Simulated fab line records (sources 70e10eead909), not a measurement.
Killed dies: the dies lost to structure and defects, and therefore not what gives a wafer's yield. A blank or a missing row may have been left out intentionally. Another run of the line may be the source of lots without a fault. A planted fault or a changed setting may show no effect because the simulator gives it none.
Matching of chambers / flow nandHarc / NHARC_P_BONDPAD_ETCH_37 on rieDiel-04: 4 sister chambers
The step etches the open film in N2/H2, target depth 60 nm, overetch 18 nm, time 65.91 s. 16 wafers are shown with their chamber, then 8 later ones without.

== WAFERS WITH THEIR CHAMBER ==
wafer=L123.2; chamber=2; drypumpMotorCurrentA (A)=5.0; oesProductAu (a.u.)=1.007; rfVppV (V)=432.0
wafer=L123.3; chamber=3; drypumpMotorCurrentA (A)=4.9; oesProductAu (a.u.)=1.025; rfVppV (V)=429.9
wafer=L123.4; chamber=1; drypumpMotorCurrentA (A)=5.7; oesProductAu (a.u.)=1.028; rfVppV (V)=430.1
wafer=L125.1; chamber=2; drypumpMotorCurrentA (A)=5.0; oesProductAu (a.u.)=0.999; rfVppV (V)=433.3
wafer=L125.5; chamber=2; drypumpMotorCurrentA (A)=5.0; oesProductAu (a.u.)=0.983; rfVppV (V)=430.6
wafer=L125.6; chamber=1; drypumpMotorCurrentA (A)=5.8; oesProductAu (a.u.)=1.014; rfVppV (V)=430.4
wafer=L135.1; chamber=3; drypumpMotorCurrentA (A)=4.9; oesProductAu (a.u.)=1.016; rfVppV (V)=431.0
wafer=L135.2; chamber=0; drypumpMotorCurrentA (A)=6.0; oesProductAu (a.u.)=1.011; rfVppV (V)=429.7
wafer=L135.5; chamber=2; drypumpMotorCurrentA (A)=5.0; oesProductAu (a.u.)=0.972; rfVppV (V)=433.7
wafer=L134.1; chamber=3; drypumpMotorCurrentA (A)=4.9; oesProductAu (a.u.)=1.013; rfVppV (V)=428.8
wafer=L134.4; chamber=2; drypumpMotorCurrentA (A)=5.0; oesProductAu (a.u.)=0.991; rfVppV (V)=434.0
wafer=L134.5; chamber=1; drypumpMotorCurrentA (A)=5.8; oesProductAu (a.u.)=1.019; rfVppV (V)=428.9
wafer=L138.1; chamber=2; drypumpMotorCurrentA (A)=5.0; oesProductAu (a.u.)=0.978; rfVppV (V)=433.0
wafer=L138.2; chamber=3; drypumpMotorCurrentA (A)=4.9; oesProductAu (a.u.)=0.997; rfVppV (V)=431.9
wafer=L138.3; chamber=0; drypumpMotorCurrentA (A)=6.0; oesProductAu (a.u.)=1.009; rfVppV (V)=429.0
wafer=L140.1; chamber=1; drypumpMotorCurrentA (A)=5.8; oesProductAu (a.u.)=1.019; rfVppV (V)=428.9

SIGNATURES (means of the wafers above)
reading=drypumpMotorCurrentA; chamber 0=6.000; chamber 1=5.775; chamber 2=5.000; chamber 3=4.900; scatter within a chamber=0.025
reading=oesProductAu; chamber 0=1.01000; chamber 1=1.02000; chamber 2=0.98833; chamber 3=1.01275; scatter within a chamber=0.0107
reading=rfVppV; chamber 0=429.350; chamber 1=429.575; chamber 2=432.767; chamber 3=430.400; scatter within a chamber=1.14
Rule: distance of a wafer from a chamber = root of the sum over the readings of ((wafer's reading minus chamber's mean) / reading's scatter) squared. If the next closest chamber is less than 2 further off than the closest, the wafer can't be placed; otherwise it belongs to the closest. The scatter: the root of (the sum of the squares of (reading less its chamber's mean) over the shown wafers, divided by (wafers less chambers)).

== WAFERS WITH NO CHAMBER GIVEN ==
wafer=L140.3; drypumpMotorCurrentA (A)=4.9; oesProductAu (a.u.)=1.016; rfVppV (V)=432.0
wafer=L140.5; drypumpMotorCurrentA (A)=5.8; oesProductAu (a.u.)=1.009; rfVppV (V)=428.2
wafer=L141.1; drypumpMotorCurrentA (A)=4.9; oesProductAu (a.u.)=1.010; rfVppV (V)=429.7
wafer=L141.2; drypumpMotorCurrentA (A)=6.0; oesProductAu (a.u.)=1.024; rfVppV (V)=429.1
wafer=L141.4; drypumpMotorCurrentA (A)=6.0; oesProductAu (a.u.)=1.028; rfVppV (V)=427.8
wafer=L144.1; drypumpMotorCurrentA (A)=4.9; oesProductAu (a.u.)=1.006; rfVppV (V)=430.0
wafer=L144.3; drypumpMotorCurrentA (A)=5.8; oesProductAu (a.u.)=1.019; rfVppV (V)=429.1
wafer=L144.4; drypumpMotorCurrentA (A)=6.0; oesProductAu (a.u.)=1.023; rfVppV (V)=430.9

== EACH ONE'S CHAMBER ==
wafer=L140.3; from the rows above=3; in truth=3
wafer=L140.5; from the rows above=1; in truth=1
wafer=L141.1; from the rows above=3; in truth=3
wafer=L141.2; from the rows above=0; in truth=0
wafer=L141.4; from the rows above=0; in truth=0
wafer=L144.1; from the rows above=3; in truth=3
wafer=L144.3; from the rows above=1; in truth=1
wafer=L144.4; from the rows above=0; in truth=0
Placed correctly: 8 of 8. Number that these rows cannot place: 0. 0 placed wrongly.
